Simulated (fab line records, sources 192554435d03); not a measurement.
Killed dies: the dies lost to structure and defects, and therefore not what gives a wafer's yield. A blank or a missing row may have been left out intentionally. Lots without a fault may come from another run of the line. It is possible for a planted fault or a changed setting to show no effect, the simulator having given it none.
Which tool is to blame? | flow n5_finfet | 33 wafers from 11 lots sampled at 5 of the route's 1938 steps

## WHAT EACH GAUGE READ, for each wafer
N5_BEOL_M4_RC_MEAS_101.
lot  | measured     | on        | DIBL_N (mV/V)  | DIBL_P (mV/V) | IOFF_N (nA/um) | IOFF_P (nA/um) | ION_N (uA/um) | ION_P (uA/um) | SS_N (mV/dec)  | SS_P (mV/dec)  | VT_N (mV)   | VT_P (mV)
L242 | day 7 22:32  | prober-02 | 37.0 43.5 39.5 | 35 44 38      | 0.16 0.32 0.22 | 0.21 0.42 0.29 | 680 733 692   | 467 500 479   | 71.0 72.7 71.5 | 73.8 76.2 73.5 | 249 242 244 | -249 -240 -245
L244 | day 8 21:05  | prober-01 | 38.3 37.2 35.4 | 40 38 36      | 0.22 0.19 0.16 | 0.36 0.28 0.26 | 695 691 682   | 487 478 481   | 72.9 72.2 72.0 | 73.0 73.6 73.0 | 242 245 248 | -239 -242 -243
L249 | day 10 14:48 | prober-02 | 38.0 36.2 37.5 | 36 36 36      | 0.17 0.13 0.17 | 0.23 0.22 0.21 | 672 671 683   | 461 461 460   | 72.2 71.8 72.0 | 73.8 72.7 73.7 | 249 255 249 | -250 -250 -252
L248 | day 10 16:34 | prober-01 | 32.3 36.5 33.2 | 32 38 33      | 0.10 0.17 0.11 | 0.15 0.23 0.16 | 669 687 665   | 465 472 458   | 70.9 71.7 70.6 | 71.4 72.6 71.4 | 255 248 251 | -253 -250 -252
L254 | day 11 23:30 | prober-01 | 34.6 39.2 42.8 | 35 41 45      | 0.13 0.20 0.29 | 0.16 0.24 0.35 | 667 671 698   | 461 459 474   | 71.4 72.4 73.4 | 72.8 74.0 75.4 | 254 251 245 | -254 -249 -246
L256 | day 12 11:10 | prober-01 | 34.2 35.1 39.3 | 34 34 39      | 0.13 0.13 0.24 | 0.17 0.17 0.25 | 651 663 680   | 447 452 458   | 71.6 70.4 72.6 | 73.1 72.6 73.8 | 251 252 247 | -252 -252 -247
L259 | day 12 22:44 | prober-02 | 34.7 37.8 34.3 | 35 41 36      | 0.13 0.18 0.12 | 0.14 0.22 0.16 | 667 671 658   | 445 450 445   | 71.0 72.3 71.2 | 72.4 73.9 72.7 | 255 251 254 | -255 -253 -258
L260 | day 13 05:12 | prober-02 | 36.9 37.6 37.0 | 38 37 36      | 0.17 0.17 0.17 | 0.24 0.24 0.22 | 689 675 676   | 475 466 454   | 71.3 72.1 71.6 | 74.3 74.6 74.0 | 247 249 248 | -247 -248 -247
L262 | day 14 04:37 | prober-02 | 36.8 37.1 37.0 | 37 38 38      | 0.19 0.20 0.17 | 0.23 0.23 0.23 | 697 694 673   | 475 466 466   | 71.2 71.2 71.6 | 72.9 73.8 74.1 | 246 246 247 | -248 -253 -251
L264 | day 14 07:26 | prober-01 | 28.6 32.5 32.1 | 29 32 33      | 0.06 0.11 0.11 | 0.09 0.12 0.13 | 633 658 677   | 435 440 462   | 70.3 71.0 70.6 | 70.7 71.9 71.7 | 264 256 253 | -265 -259 -259
L263 | day 14 07:22 | prober-02 | 40.0 36.7 41.0 | 38 34 40      | 0.21 0.14 0.23 | 0.22 0.16 0.25 | 677 659 689   | 457 448 467   | 72.4 71.2 72.3 | 73.5 72.5 74.2 | 249 253 247 | -253 -257 -252

## TOOL THAT RAN EACH LOT (tool first, then ch and the chambers of the sampled wafers, then the start)
lot  | N5_BEOL_M2_SPUTTER_90        | N5_BEOL_M2_PRE_CLEAN_60          | N5_BEOL_M3_HM_DEP_02         | N5_BEOL_M3_COAT_05
L242 | pvd_sputter-03, day 7 01:19  | cvd_co-02 ch 1,2, day 7 02:59    | pvd_sputter-03, day 7 04:19  | litho_track-04 ch 0, day 7 04:26
L244 | pvd_sputter-03, day 7 10:13  | cvd_co-01 ch 0,1, day 7 11:44    | pvd_sputter-01, day 7 13:53  | litho_track-04 ch 0, day 7 14:01
L249 | pvd_sputter-02, day 9 09:38  | cvd_co-02 ch 1,2, day 9 11:07    | pvd_sputter-03, day 9 11:47  | litho_track-03 ch 0, day 9 11:55
L248 | pvd_sputter-01, day 9 10:49  | cvd_co-02 ch 1,2, day 9 12:23    | pvd_sputter-01, day 9 13:31  | litho_track-04 ch 0, day 9 13:40
L254 | pvd_sputter-02, day 10 17:25 | cvd_co-01 ch 0,1,2, day 10 18:55 | pvd_sputter-03, day 10 21:43 | litho_track-04 ch 0, day 10 21:51
L256 | pvd_sputter-01, day 10 20:07 | cvd_co-02 ch 0,1,2, day 10 21:40 | pvd_sputter-03, day 10 22:45 | litho_track-04 ch 0, day 10 22:53
L259 | pvd_sputter-01, day 11 10:34 | cvd_co-02 ch 0,2, day 11 12:03   | pvd_sputter-02, day 11 13:29 | litho_track-03 ch 0, day 11 13:37
L260 | pvd_sputter-01, day 11 23:55 | cvd_co-01 ch 0,1,2, day 12 01:41 | pvd_sputter-03, day 12 02:34 | litho_track-03 ch 0, day 12 02:41
L262 | pvd_sputter-01, day 12 20:58 | cvd_co-02 ch 0,1,2, day 12 22:32 | pvd_sputter-03, day 12 23:38 | litho_track-01 ch 0, day 12 23:46
L264 | pvd_sputter-01, day 13 02:35 | cvd_co-02 ch 1,2, day 13 04:05   | pvd_sputter-01, day 13 05:20 | litho_track-01 ch 0, day 13 05:29
L263 | pvd_sputter-02, day 13 02:57 | cvd_co-01 ch 1,2, day 13 04:41   | pvd_sputter-03, day 13 05:28 | litho_track-03 ch 0, day 13 05:36
- N5_BEOL_M2_SPUTTER_90: material Cu, target thk 4.5 nm, time 8.29 s.
- N5_BEOL_M2_PRE_CLEAN_60: time 15 s.
- N5_BEOL_M3_HM_DEP_02: deposits TiN, target thk 20 nm.
- N5_BEOL_M3_COAT_05: resist thk 30 nm.

## WHAT THE TOOLS THEMSELVES READ (means of the sampled wafers that have a number; where no wafer has one, the mark that the record gives instead)
N5_BEOL_M2_SPUTTER_90.
lot  | tool           | throttle_valve_pct (%)
L242 | pvd_sputter-03 | 29.5
L244 | pvd_sputter-03 | 29.9
L249 | pvd_sputter-02 | 30.6
L248 | pvd_sputter-01 | 30.0
L254 | pvd_sputter-02 | 29.4
L256 | pvd_sputter-01 | 30.0
L259 | pvd_sputter-01 | 29.4
L260 | pvd_sputter-01 | 29.8
L262 | pvd_sputter-01 | 29.8
L264 | pvd_sputter-01 | 29.8
L263 | pvd_sputter-02 | 30.5

N5_BEOL_M2_PRE_CLEAN_60.
lot  | tool      | heater_power_w (W)
L242 | cvd_co-02 | 79
L244 | cvd_co-01 | 104
L249 | cvd_co-02 | 54
L248 | cvd_co-02 | 78
L254 | cvd_co-01 | 80
L256 | cvd_co-02 | 72
L259 | cvd_co-02 | 89
L260 | cvd_co-01 | 81
L262 | cvd_co-02 | 72
L264 | cvd_co-02 | 79
L263 | cvd_co-01 | 66

N5_BEOL_M3_HM_DEP_02.
lot  | tool           | throttle_valve_pct (%)
L242 | pvd_sputter-03 | 30.3
L244 | pvd_sputter-01 | 29.0
L249 | pvd_sputter-03 | 30.2
L248 | pvd_sputter-01 | 29.6
L254 | pvd_sputter-03 | 29.5
L256 | pvd_sputter-03 | 29.5
L259 | pvd_sputter-02 | 30.2
L260 | pvd_sputter-03 | 29.0
L262 | pvd_sputter-03 | 30.3
L264 | pvd_sputter-01 | 29.7
L263 | pvd_sputter-03 | 30.2

N5_BEOL_M3_COAT_05.
lot  | tool           | spin_speed_rpm (rpm)
L242 | litho_track-04 | 1498.7
L244 | litho_track-04 | 1499.5
L249 | litho_track-03 | 1499.9
L248 | litho_track-04 | 1500.6
L254 | litho_track-04 | 1288.1
L256 | litho_track-04 | 1288.3
L259 | litho_track-03 | 1499.3
L260 | litho_track-03 | 1500.2
L262 | litho_track-01 | 1500.3
L264 | litho_track-01 | 1500.3
L263 | litho_track-03 | 1499.1

## THE ANSWER, worked out from the rows above alone
Rule: the lots themselves supply what counts as usual. The widest of any qualifying gaps counts: lots, ordered by their means at a reading, are off when they make up no more than a third of the lots, leave a main group of 4 or more, and stand apart from it by 3 or more times the standard deviation of that group's means. A main group whose means are all the same, to the digits that the tables above print for the reading, isn't used. Also off: a lot with no number at a reading for which 4 or more lots have one. The other lots that the step has rows for count as sound. The gauges are gone through in route order, then the tools' own readings, and for those a lot's mean is taken as printed above. At the first step where some lot is off, the reading lying furthest off is the one used; lots without a number count as furthest.
Off at N5_BEOL_M3_COAT_05 (spin_speed_rpm): L254, L256. Mean 1499.8 rpm and standard deviation 0.61 in the main group.
A tool fits if, at that step or a process step before it, it ran every lot that is off, and no sound lot after the first of them. One fits: N5_BEOL_M3_COAT_05 on litho_track-04. A fault onset in the window from L248 (day 9 13:40, its last sound lot) to L254 (day 10 21:51, its first lot off) fits.
The tool's own readings at N5_BEOL_M3_COAT_05 bear it out: on the lots that are off they differ by more than 5 times the standard deviation of the sound lots' means. spin_speed_rpm reads 1288.2 rpm there against 1499.8 rpm on the sound lots.

## WHAT THE SIMULATOR HAD PUT IN
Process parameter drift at N5_BEOL_M3_COAT_05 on litho_track-04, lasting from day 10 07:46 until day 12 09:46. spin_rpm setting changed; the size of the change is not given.
Struck lots among those shown: L254, L256. Same finding as the rule above.
